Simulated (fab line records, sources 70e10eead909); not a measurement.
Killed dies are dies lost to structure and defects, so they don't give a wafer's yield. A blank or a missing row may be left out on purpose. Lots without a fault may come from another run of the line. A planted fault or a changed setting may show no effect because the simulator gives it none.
Chamber matching | flow nand_harc | NHARC_P_GATE_DESCUM_31 on rie_diel-06: 4 sister chambers
The step chemistry O2, time 3 s. 16 wafers are shown with their chamber, then 8 later ones without.

WAFERS WITH THEIR CHAMBER
wafer  | chamber | showerhead_plenum_p_Torr (Torr) | oes_product_au (a.u.) | rf_vpp_V (V)
L922.1 | 3       | 1.91                            | 0.986                 | 57.4
L922.2 | 0       | 1.78                            | 0.990                 | 57.4
L922.4 | 1       | 1.94                            | 0.999                 | 57.9
L924.3 | 1       | 1.94                            | 0.999                 | 56.7
L924.5 | 3       | 1.91                            | 0.994                 | 56.5
L924.6 | 2       | 2.06                            | 1.000                 | 59.2
L927.1 | 2       | 2.06                            | 1.004                 | 58.4
L927.3 | 1       | 1.93                            | 0.991                 | 58.5
L927.5 | 3       | 1.91                            | 0.996                 | 59.2
L933.2 | 0       | 1.77                            | 0.994                 | 57.2
L933.4 | 1       | 1.93                            | 0.999                 | 57.8
L933.6 | 3       | 1.90                            | 0.993                 | 56.9
L936.1 | 3       | 1.90                            | 0.997                 | 58.0
L936.4 | 1       | 1.93                            | 0.991                 | 58.2
L936.5 | 1       | 1.93                            | 0.987                 | 58.4
L939.3 | 1       | 1.93                            | 0.989                 | 59.2

SIGNATURES (means of the wafers above)
reading                  | chamber 0 | chamber 1 | chamber 2 | chamber 3 | scatter within a chamber
showerhead_plenum_p_Torr | 1.7750    | 1.9329    | 2.0600    | 1.9060    | 0.00511
oes_product_au           | 0.99200   | 0.99357   | 1.00200   | 0.99320   | 0.00462
rf_vpp_V                 | 57.300    | 58.100    | 58.800    | 57.600    | 0.835
Rule: a wafer's distance from a chamber is the root of the sum, over the readings, of the square of ((its reading less the chamber's mean) divided by the reading's scatter). The wafer belongs to the nearest chamber; if the next one is less than 2 further off, it can't be placed. The scatter: the root of (the sum of the squares of (reading less its chamber's mean) over the shown wafers, divided by (wafers less chambers)).

WAFERS WITHOUT THEIR CHAMBER
wafer  | showerhead_plenum_p_Torr (Torr) | oes_product_au (a.u.) | rf_vpp_V (V)
L939.4 | 2.05                            | 1.014                 | 58.6
L939.5 | 1.93                            | 1.003                 | 56.3
L940.2 | 1.90                            | 0.997                 | 58.3
L940.3 | 1.93                            | 0.999                 | 56.5
L940.5 | 1.77                            | 0.991                 | 57.8
L941.1 | 1.93                            | 0.995                 | 56.5
L941.4 | 1.90                            | 0.991                 | 58.4
L941.6 | 1.90                            | 0.992                 | 57.1

WHICH CHAMBER EACH WENT THROUGH
wafer  | from the rows above | in truth
L939.4 | 2                   | 2
L939.5 | 1                   | 1
L940.2 | 3                   | 3
L940.3 | 1                   | 1
L940.5 | 0                   | 0
L941.1 | 1                   | 1
L941.4 | 3                   | 3
L941.6 | 3                   | 3
Placed correctly: 8 of 8. Can't be placed from these rows: 0. Placed wrongly: 0.
